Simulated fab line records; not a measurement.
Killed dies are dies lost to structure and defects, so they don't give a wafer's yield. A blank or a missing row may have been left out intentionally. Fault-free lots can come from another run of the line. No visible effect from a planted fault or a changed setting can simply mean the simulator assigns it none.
fab line records	flow nand_harc	part 1 of 2: steps 1 to 4 of 6
[record] lots = 23	wafers = 69	last_day = 33
route steps=1302 shown A_STAIRCASE@679
lots that met no fault: taken from a fault-free run of the same line
start_h: hours from the record's opening day to when the first of the lot's shown wafers began	wait_h: hours from the lot's prior step to this one	" identical to the entry in the row above	L1.1+2: a single row standing in for several wafers	- either no value or no given start	* or withheld: withheld	< > ~ a bound
route shown NAME@n: NAME is a module with steps in the file, n the number in the route of the first one	usual: the fault-free wafers' mean and standard deviation	same: alike in all rows	chamber/n: place in a boat	sites: the reading at each site	_std_site: standard deviation across them	_edge_site: inner sites' mean taken away from outer sites' mean	radius_mm: how far each site lies from the wafer's centre	mask NAME#n: copy n	behind: the most recent tool/chamber to have shaped the wafer	hold: why the lot went on hold/how many hours it stayed there/how the hold came to an end	device: the transistor (n, p or np) that didn't switch	end of line: the same wafers' tests at the end of the route	step lacking rows: just its recipe	killed: count of dies lost to structure and defects at first sort (not the wafer's yield)	map: dies across one wafer; x = killed, . = not, _ = none there
set.NAME: the setting the step ran with; set.NAME@STEP: the setting that earlier step ran with	model.NAME: the simulator's own value behind a step, which no gauge read
the route's steps for a sample of lots (tables are steps, rows are wafers)
services: from which hour (start_h, from the record's first day; less than 0 if before it) a tool's chamber was out of use, for how many hours, and why
[[steps]]
[step NHARC_A_STAIRCASE_TRIM_22]
[recipe] time_s = 211.2	o2_flow_sccm = 500	ar_flow_sccm = 0	bias_w = 0	chemistry = O2
[usual] drypump_motor_current_A = 5.8/0.45	oes_product_au = 1.001/0.011	rf_vpp_V = 58.0/0.89	showerhead_plenum_p_Torr = 3.60/0.15	throttle_valve_pct = 17.036/0.0089
lot.wafer	tool	chamber	start_h	wait_h	drypump_motor_current_A	oes_product_au	rf_hours_counter_h	rf_vpp_V	showerhead_plenum_p_Torr	throttle_valve_pct
L075.3	rie_diel-01	0	-	-	5.1	1.018	46	59.7	3.75	17.038
L075.4	"	2	"	"	6.5	1.013	51	56.8	3.47	17.041
L075.2	"	3	"	"	5.3	1.012	53	58.4	3.59	17.038
L076.3	rie_diel-01	0	-	-	5.1	1.000	49	58.2	3.74	17.036
L076.1	"	2	"	"	6.6	1.002	55	58.2	3.47	17.046
L076.4	"	3	"	"	5.3	1.011	56	57.3	3.59	17.026
L077.2	rie_diel-13	0	-	-	6.0	0.994	9	59.2	3.74	17.045
L077.5	"	0	"	"	5.9	1.000	-	58.0	3.74	17.024
L077.6	"	1	"	"	6.5	0.999	-	59.2	3.80	17.014
L078.2	rie_diel-01	3	-	-	5.3	0.999	2	57.7	3.58	17.043
L078.3	"	0	"	"	5.1	1.012	2	59.0	3.74	17.026
L078.1	"	1	"	"	5.7	0.986	1	58.7	3.62	17.034
L080.4	rie_diel-04	3	-	-	6.2	1.009	14	58.2	3.77	17.046
L080.1	"	0	"	"	5.5	0.990	13	58.5	3.56	17.047
L080.6	"	3	"	"	6.2	0.996	-	60.2	3.77	17.041
L079.4	rie_diel-13	2	-	-	5.4	0.998	23	57.8	3.39	17.034
L079.1	"	1	"	"	6.5	0.999	19	58.4	3.80	17.038
L079.6	"	2	"	"	5.4	0.998	-	58.0	3.39	17.022
L082.2	rie_diel-04	3	-	-	6.2	1.003	23	58.3	3.76	17.054
L082.3	"	0	"	"	5.5	0.973	22	58.5	3.55	17.011
L082.6	"	2	"	"	5.6	1.013	-	56.4	3.41	17.028
L081.1	rie_diel-01	2	-	-	6.5	1.002	14	57.9	3.46	17.048
L081.2	"	0	"	"	5.1	1.025	14	59.1	3.74	17.030
L081.5	"	2	"	"	6.5	0.997	-	58.4	3.46	17.030
L083.4	rie_diel-04	2	-	-	5.6	1.001	28	57.9	3.41	17.049
L083.3	"	0	"	"	5.5	0.987	27	57.8	3.55	17.036
L083.5	"	3	"	"	6.2	1.015	-	57.8	3.76	17.035
L084.1	rie_diel-04	0	-	-	5.5	0.978	28	57.4	3.55	17.037
L084.2	"	1	"	"	6.1	1.019	28	56.2	3.37	17.040
L084.4	"	2	"	"	5.6	1.002	29	56.9	3.41	17.039
L085.2	rie_diel-13	1	-	-	6.5	1.000	32	58.7	3.79	17.035
L085.1	"	0	"	"	5.9	0.998	35	58.5	3.72	17.034
L085.6	"	2	"	"	5.4	0.982	-	58.0	3.39	17.024
L086.1	rie_diel-01	1	-	-	5.7	1.009	24	58.1	3.61	17.033
L086.2	"	0	"	"	5.1	1.017	26	58.4	3.73	17.046
L086.5	"	1	"	"	5.7	0.997	-	57.3	3.61	17.056
L087.3	rie_diel-04	0	-	-	5.5	0.989	39	57.3	3.54	17.014
L087.6	"	3	"	"	6.2	1.011	-	58.8	3.75	17.038
L087.5	"	0	"	"	5.5	0.989	-	57.0	3.54	17.032
L088.1	rie_diel-01	2	-	-	6.5	0.996	33	56.5	3.45	17.035
L088.3	"	0	"	"	5.1	1.014	33	58.4	3.72	17.037
L088.2	"	1	"	"	5.7	0.988	30	58.8	3.60	17.036
L090.1	rie_diel-13	3	-	-	5.9	1.000	59	60.2	3.77	17.036
L090.2	"	0	"	"	5.9	0.996	53	57.2	3.71	17.034
L090.5	"	2	"	"	5.4	0.999	-	57.1	3.38	17.024
L089.1	rie_diel-01	2	-	-	6.6	1.003	39	58.8	3.44	17.045
L089.4	"	3	"	"	5.4	1.017	41	58.2	3.56	17.036
L089.6	"	2	"	"	6.5	1.007	-	58.0	3.44	17.036
L091.2	rie_diel-13	3	-	-	5.9	1.009	6	57.0	3.77	17.031
L091.5	"	3	"	"	5.9	1.003	-	59.8	3.77	17.035
L091.6	"	0	"	"	5.9	1.007	-	58.4	3.71	17.028
L092.3	rie_diel-01	2	-	-	6.5	1.005	51	58.4	3.44	17.041
L092.1	"	3	"	"	5.3	1.011	53	57.7	3.56	17.035
L092.6	"	1	"	"	5.7	1.001	-	57.0	3.59	17.038
L094.1	rie_diel-13	2	-	-	5.4	0.977	14	57.5	3.37	17.049
L094.6	"	0	"	"	5.9	1.005	-	59.0	3.71	17.029
L094.5	"	1	"	"	6.5	0.990	-	59.8	3.77	17.042
L093.4	rie_diel-01	1	-	-	5.7	0.988	53	57.6	3.59	17.030
L093.3	"	0	"	"	5.1	1.006	52	58.5	3.71	17.043
L093.5	"	1	"	"	5.7	0.986	-	57.4	3.59	17.034
L095.1	rie_diel-04	1	-	-	6.1	1.006	5	56.8	3.36	17.035
L095.2	"	2	"	"	5.6	1.007	6	57.3	3.39	17.055
L095.3	"	0	"	"	5.5	1.008	5	56.6	3.53	17.036
L096.4	rie_diel-04	2	-	-	5.6	1.012	11	56.4	3.39	17.015
L096.3	"	3	"	"	6.1	1.005	11	58.1	3.74	17.037
L096.6	"	1	"	"	6.1	1.011	-	56.0	3.35	17.039
L097.4	rie_diel-13	0	-	-	5.9	0.996	17	59.8	3.70	17.035
L097.1	"	2	"	"	5.4	0.981	24	56.7	3.36	17.023
L097.5	"	0	"	"	5.9	0.997	-	56.8	3.70	17.042
[step NHARC_A_STAIRCASE_TRIM_24]
[recipe] time_s = 211.2	o2_flow_sccm = 500	ar_flow_sccm = 0	bias_w = 0	chemistry = O2
[usual] drypump_motor_current_A = 5.8/0.45	oes_product_au = 1.001/0.012	rf_vpp_V = 58.1/0.9	showerhead_plenum_p_Torr = 3.60/0.15	throttle_valve_pct = 17.036/0.0096
lot.wafer	tool	chamber	start_h	wait_h	drypump_motor_current_A	oes_product_au	rf_hours_counter_h	rf_vpp_V	showerhead_plenum_p_Torr	throttle_valve_pct
L075.4	rie_diel-01	0	-	-	5.1	1.000	46	57.9	3.75	17.037
L075.2	"	1	"	"	5.7	1.006	54	56.7	3.62	17.050
L075.3	"	3	"	"	5.3	1.005	53	56.5	3.59	17.057
L076.3	rie_diel-01	1	-	-	5.7	0.998	57	57.2	3.62	17.042
L076.4	"	2	"	"	6.5	1.016	55	56.8	3.47	17.047
L076.1	"	3	"	"	5.3	1.006	57	58.0	3.59	17.021
L077.2	rie_diel-13	1	-	-	6.5	1.004	8	58.9	3.80	17.036
L077.6	"	0	"	"	5.9	0.997	-	58.0	3.74	17.045
L077.5	"	1	"	"	6.5	1.008	-	59.1	3.80	17.040
L078.1	rie_diel-01	1	-	-	5.7	0.991	1	57.1	3.62	17.037
L078.2	"	2	"	"	6.5	0.992	2	56.7	3.46	17.043
L078.3	"	3	"	"	5.4	1.017	2	57.5	3.58	17.052
L080.1	rie_diel-04	1	-	-	6.1	1.016	14	57.8	3.38	17.032
L080.4	"	2	"	"	5.6	1.008	15	56.5	3.42	17.019
L080.6	"	2	"	"	5.6	1.012	-	58.4	3.42	17.050
L079.1	rie_diel-13	1	-	-	6.5	0.989	19	58.6	3.80	17.034
L079.4	"	2	"	"	5.4	0.981	24	58.2	3.39	17.034
L079.6	"	2	"	"	5.4	0.984	-	57.1	3.39	17.038
L082.2	rie_diel-04	3	-	-	6.2	1.000	23	60.1	3.76	17.036
L082.3	"	1	"	"	6.2	1.019	25	57.2	3.38	17.037
L082.6	"	3	"	"	6.2	1.009	-	58.5	3.76	17.054
L081.1	rie_diel-01	0	-	-	5.1	1.016	14	57.9	3.73	17.043
L081.2	"	2	"	"	6.5	1.004	14	57.2	3.46	17.048
L081.5	"	1	"	"	5.7	1.004	-	58.3	3.61	17.025
L083.3	rie_diel-04	0	-	-	5.6	0.973	27	57.2	3.55	17.028
L083.4	"	1	"	"	6.1	1.018	28	57.5	3.37	17.033
L083.5	"	3	"	"	6.2	1.006	-	58.3	3.76	17.033
L084.1	rie_diel-04	3	-	-	6.1	1.011	29	59.1	3.76	17.012
L084.4	"	0	"	"	5.6	0.991	28	58.5	3.55	17.029
L084.2	"	1	"	"	6.1	1.020	28	56.2	3.37	17.057
L085.1	rie_diel-13	0	-	-	5.9	1.002	35	58.2	3.72	17.039
L085.2	"	1	"	"	6.5	0.988	33	58.8	3.79	17.046
L085.6	"	2	"	"	5.4	0.982	-	57.5	3.39	17.031
L086.2	rie_diel-01	0	-	-	5.1	1.016	26	57.6	3.73	17.045
L086.1	"	2	"	"	6.5	1.002	26	57.7	3.45	17.047
L086.5	"	0	"	"	5.1	1.016	-	58.4	3.73	17.037
L087.3	rie_diel-04	3	-	-	6.2	1.003	41	59.7	3.75	17.029
L087.6	"	3	"	"	6.2	0.997	-	59.1	3.75	17.028
L087.5	"	0	"	"	5.5	0.970	-	58.2	3.54	17.047
L088.1	rie_diel-01	0	-	-	5.1	1.002	33	58.3	3.72	17.026
L088.3	"	1	"	"	5.7	1.000	30	57.9	3.60	17.020
L088.2	"	3	"	"	5.4	1.009	35	58.9	3.56	17.041
L090.1	rie_diel-13	3	-	-	5.9	0.990	59	59.5	3.77	17.035
L090.2	"	0	"	"	6.0	0.995	53	58.6	3.71	17.039
L090.5	"	2	"	"	5.4	0.983	-	57.6	3.38	17.043
L089.1	rie_diel-01	3	-	-	5.3	1.012	41	58.1	3.56	17.045
L089.4	"	0	"	"	5.1	1.022	40	57.9	3.72	17.017
L089.6	"	2	"	"	6.5	0.996	-	58.9	3.44	17.042
L091.2	rie_diel-13	2	-	-	5.4	0.994	6	57.8	3.37	17.044
L091.5	"	0	"	"	5.9	1.010	-	59.1	3.71	17.029
L091.6	"	1	"	"	6.5	0.986	-	58.5	3.78	17.029
L092.3	rie_diel-01	2	-	-	6.6	0.999	51	56.1	3.44	17.047
L092.1	"	3	"	"	5.4	1.014	53	57.9	3.56	17.036
L092.6	"	0	"	"	5.1	1.023	-	56.6	3.72	17.029
L094.1	rie_diel-13	2	-	-	5.4	0.970	14	58.5	3.37	17.049
L094.6	"	0	"	"	6.0	1.003	-	58.7	3.71	17.018
L094.5	"	1	"	"	6.5	0.991	-	58.3	3.77	17.044
L093.4	rie_diel-01	1	-	-	5.7	1.000	53	58.3	3.59	17.042
L093.3	"	0	"	"	5.1	1.021	52	57.8	3.71	17.026
L093.5	"	1	"	"	5.7	1.005	-	58.8	3.59	17.033
L095.1	rie_diel-04	2	-	-	5.6	1.016	7	59.1	3.39	17.041
L095.3	"	0	"	"	5.5	1.012	6	57.6	3.53	17.037
L095.2	"	1	"	"	6.2	0.998	6	57.9	3.36	17.036
L096.3	rie_diel-04	0	-	-	5.5	1.017	10	59.5	3.53	17.031
L096.4	"	1	"	"	6.1	1.003	10	58.0	3.35	17.034
L096.6	"	0	"	"	5.5	1.009	-	59.0	3.53	17.022
L097.4	rie_diel-13	3	-	-	5.9	0.995	21	59.5	3.76	17.034
L097.1	"	1	"	"	6.5	0.998	18	57.1	3.77	17.047
L097.5	"	0	"	"	5.9	0.995	-	57.3	3.70	17.047
[step NHARC_A_STAIRCASE_TRIM_187]
[recipe] time_s = 211.2	o2_flow_sccm = 500	ar_flow_sccm = 0	bias_w = 0	chemistry = O2
[usual] drypump_motor_current_A = 5.8/0.4	oes_product_au = 1.000/0.012	rf_vpp_V = 58.0/0.96	showerhead_plenum_p_Torr = 3.60/0.16	throttle_valve_pct = 17.036/0.0097
lot.wafer	tool	chamber	start_h	wait_h	drypump_motor_current_A	oes_product_au	rf_hours_counter_h	rf_vpp_V	showerhead_plenum_p_Torr	throttle_valve_pct
L075.4	rie_diel-01	1	365.81	0.1	5.7	0.999	55	57.2	3.62	17.043
L075.3	"	2	"	"	6.5	1.007	53	56.7	3.47	17.029
L075.2	"	3	"	"	5.3	1.003	54	58.2	3.59	17.053
L076.3	rie_diel-13	0	377.43	0.1	5.9	1.002	7	56.0	3.74	17.030
L076.4	"	1	"	"	6.5	1.005	7	58.5	3.80	17.032
L076.1	"	2	"	"	5.4	0.985	9	58.2	3.40	17.038
L077.2	rie_diel-04	2	383.18	0.1	5.6	1.005	7	58.1	3.42	17.036
L077.5	"	0	"	"	5.5	0.985	-	59.1	3.56	17.024
L077.6	"	1	"	"	6.1	1.014	-	56.1	3.39	17.036
L078.3	rie_diel-13	2	396.62	0.1	5.4	1.004	20	58.7	3.39	17.027
L078.2	"	3	"	"	5.9	1.001	19	57.6	3.80	17.051
L078.1	"	1	"	"	6.5	1.007	15	59.0	3.80	17.031
L080.4	rie_diel-04	1	410.63	0.1	6.2	1.001	15	60.6	3.38	17.047
L080.1	"	2	"	"	5.6	1.003	16	57.6	3.42	17.057
L080.6	"	3	"	"	6.2	1.004	-	59.9	3.76	17.040
L079.4	rie_diel-04	1	410.69	0.1	6.1	1.009	15	57.9	3.38	17.034
L079.1	"	2	"	"	5.6	1.013	16	57.9	3.42	17.031
L079.6	"	2	"	"	5.6	1.017	-	58.5	3.42	17.024
L081.2	rie_diel-13	3	441.32	0.1	5.9	0.998	31	58.2	3.79	17.036
L081.1	"	1	"	"	6.6	0.990	25	59.9	3.79	17.029
L081.5	"	0	"	"	5.9	1.000	-	58.4	3.73	17.040
L082.2	rie_diel-13	0	443.90	0.1	5.9	1.006	27	58.5	3.73	17.045
L082.3	"	1	"	"	6.5	0.996	26	57.1	3.79	17.042
L082.6	"	0	"	"	5.9	1.008	-	58.5	3.73	17.046
L083.3	rie_diel-04	3	455.85	0.1	6.1	1.004	29	59.7	3.76	17.041
L083.4	"	2	"	"	5.6	1.007	29	57.0	3.41	17.029
L083.5	"	3	"	"	6.2	1.013	-	57.8	3.76	17.028
L084.2	rie_diel-04	3	458.24	0.1	6.2	1.002	29	59.8	3.76	17.025
L084.4	"	0	"	"	5.5	0.985	29	56.8	3.55	17.056
L084.1	"	1	"	"	6.1	1.020	29	59.1	3.37	17.049
L085.1	rie_diel-04	2	462.70	0.1	5.6	1.009	31	56.7	3.41	17.043
L085.2	"	3	"	"	6.2	1.001	31	56.6	3.76	17.034
L085.6	"	1	"	"	6.1	1.012	-	56.9	3.37	17.035
L086.1	rie_diel-04	3	472.65	0.1	6.2	0.990	36	57.5	3.75	17.046
L086.2	"	1	"	"	6.1	1.014	33	56.0	3.37	17.023
L086.5	"	2	"	"	5.6	1.012	-	57.2	3.41	17.024
L087.3	rie_diel-01	3	497.22	0.1	5.3	1.007	35	57.5	3.56	17.036
L087.6	"	0	"	"	5.1	1.028	-	56.8	3.72	17.017
L087.5	"	1	"	"	5.7	1.000	-	58.8	3.60	17.053
L088.3	rie_diel-13	3	497.36	0.1	5.9	0.996	55	57.4	3.78	17.051
L088.1	"	0	"	"	5.9	1.007	48	57.0	3.71	17.044
L088.2	"	1	"	"	6.5	0.991	46	59.5	3.78	17.059
L090.1	rie_diel-04	2	516.47	0.1	5.6	1.000	46	58.1	3.40	17.037
L090.2	"	0	"	"	5.5	0.970	49	59.0	3.54	17.047
L090.5	"	2	"	"	5.6	0.990	-	58.7	3.40	17.034
L089.1	rie_diel-13	0	518.28	0.1	6.0	0.996	54	58.0	3.71	17.030
L089.4	"	2	"	"	5.4	0.994	57	58.0	3.37	17.040
L089.6	"	3	"	"	5.9	1.001	-	58.8	3.77	17.034
L091.2	rie_diel-01	2	540.46	0.3	6.6	0.999	51	57.4	3.44	17.042
L091.6	"	2	"	"	6.5	1.005	-	57.3	3.44	17.044
L091.5	"	3	"	"	5.3	1.007	-	57.2	3.56	17.026
L092.1	rie_diel-01	1	544.00	0.1	5.7	0.990	51	57.2	3.59	17.033
L092.3	"	2	"	"	6.6	1.004	54	58.2	3.43	17.038
L092.6	"	1	"	"	5.7	1.002	-	58.8	3.59	17.041
L094.1	rie_diel-04	2	560.11	0.1	5.6	1.001	4	56.9	3.40	17.033
L094.5	"	2	"	"	5.6	1.015	-	57.4	3.40	17.038
L094.6	"	3	"	"	6.1	1.007	-	58.1	3.75	17.039
L093.3	rie_diel-13	2	560.28	0.1	5.4	0.990	15	56.6	3.37	17.022
L093.4	"	3	"	"	5.9	1.000	12	59.0	3.77	17.040
L093.5	"	2	"	"	5.4	0.993	-	57.1	3.37	17.028
L095.2	rie_diel-01	0	571.64	0.1	5.1	0.985	1	59.8	3.71	17.047
L095.3	"	1	"	"	5.7	0.995	1	58.1	3.59	17.025
L095.1	"	2	"	"	6.6	0.995	1	56.4	3.43	17.057
L096.4	rie_diel-13	0	581.40	0.1	5.9	1.010	17	58.2	3.70	17.043
L096.3	"	1	"	"	6.6	0.996	18	58.7	3.77	17.052
L096.6	"	2	"	"	5.4	0.978	-	55.8	3.36	17.035
L097.4	rie_diel-13	3	581.64	0.1	5.9	1.010	21	57.5	3.76	17.033
L097.1	"	1	"	"	6.5	0.988	18	60.0	3.77	17.045
L097.5	"	3	"	"	5.9	1.010	-	58.6	3.76	17.029
[step NHARC_A_STAIRCASE_ETCH_192]
[recipe] target_depth_a = 1000	time_s = 40.5	ion_energy_ev = 400	c4f8_flow_sccm = 20	o2_flow_sccm = 10	ar_flow_sccm = withheld	rf_w = 600	bias_w = 1000	chemistry = C4F8/O2
[usual] oes_product_au = 0.946/0.018	rf_vpp_V = 898/5.8
lot.wafer	tool	chamber	start_h	wait_h	oes_product_au	rf_hours_counter_h	rf_vpp_V
L075.4	rie_diel-01	3	-	-	0.951	54	898
L075.3	"	0	"	"	0.947	47	904
L075.2	"	1	"	"	0.957	55	899
L076.1	rie_diel-13	0	-	-	0.939	7	905
L076.3	"	1	"	"	0.952	7	907
L076.4	"	3	"	"	0.933	10	904
L077.2	rie_diel-04	2	-	-	0.944	7	891
L077.6	"	0	"	"	0.913	-	897
L077.5	"	1	"	"	0.939	-	891
L078.3	rie_diel-13	3	-	-	0.939	20	905
L078.1	"	1	"	"	0.952	16	907
L078.2	"	2	"	"	0.937	21	891
L080.1	rie_diel-04	3	-	-	0.950	16	905
L080.4	"	1	"	"	0.943	16	890
L080.6	"	3	"	"	0.943	-	905
L079.4	rie_diel-04	3	-	-	0.934	16	904
L079.1	"	0	"	"	0.919	16	896
L079.6	"	3	"	"	0.940	-	906
L081.1	rie_diel-13	2	-	-	0.925	31	890
L081.2	"	0	"	"	0.946	26	901
L081.5	"	1	"	"	0.943	-	906
L082.2	rie_diel-13	0	-	-	0.963	27	904
L082.3	"	1	"	"	0.955	27	906
L082.6	"	1	"	"	0.955	-	904
L083.4	rie_diel-04	1	-	-	0.960	29	891
L083.3	"	0	"	"	0.941	28	895
L083.5	"	1	"	"	0.965	-	891
L084.1	rie_diel-04	3	-	-	0.968	30	904
L084.2	"	1	"	"	0.959	29	891
L084.4	"	2	"	"	0.945	30	891
L085.2	rie_diel-04	0	-	-	0.908	31	898
L085.1	"	3	"	"	0.930	32	904
L085.6	"	1	"	"	0.956	-	888
L086.2	rie_diel-04	2	-	-	0.939	36	890
L086.1	"	0	"	"	0.923	33	898
L086.5	"	1	"	"	0.958	-	889
L087.3	rie_diel-01	3	-	-	0.949	36	898
L087.5	"	0	"	"	0.956	-	904
L087.6	"	1	"	"	0.942	-	898
L088.3	rie_diel-13	0	-	-	0.952	49	903
L088.1	"	1	"	"	0.948	46	904
L088.2	"	2	"	"	0.951	52	890
L090.1	rie_diel-04	3	-	-	0.953	42	905
L090.2	"	0	"	"	0.920	49	896
L090.5	"	0	"	"	0.918	-	897
L089.4	rie_diel-13	1	-	-	0.938	52	905
L089.1	"	3	"	"	0.950	60	905
L089.6	"	0	"	"	0.946	-	901
L091.2	rie_diel-01	3	-	-	0.947	54	896
L091.6	"	3	"	"	0.946	-	898
L091.5	"	0	"	"	0.974	-	902
L092.1	rie_diel-01	2	-	-	0.957	54	892
L092.3	"	3	"	"	0.965	55	897
L092.6	"	0	"	"	0.955	-	902
L094.1	rie_diel-04	0	-	-	0.946	3	896
L094.6	"	3	"	"	0.956	-	903
L094.5	"	0	"	"	0.948	-	896
L093.4	rie_diel-13	2	-	-	0.929	15	890
L093.3	"	0	"	"	0.959	11	904
L093.5	"	2	"	"	0.923	-	889
L095.1	rie_diel-01	0	-	-	0.936	1	903
L095.2	"	1	"	"	0.951	1	897
L095.3	"	2	"	"	0.962	2	893
L096.4	rie_diel-13	2	-	-	0.913	25	889
L096.3	"	0	"	"	0.934	18	903
L096.6	"	1	"	"	0.938	-	904
L097.1	rie_diel-13	3	-	-	0.937	22	905
L097.4	"	2	"	"	0.910	25	890
L097.5	"	3	"	"	0.933	-	904
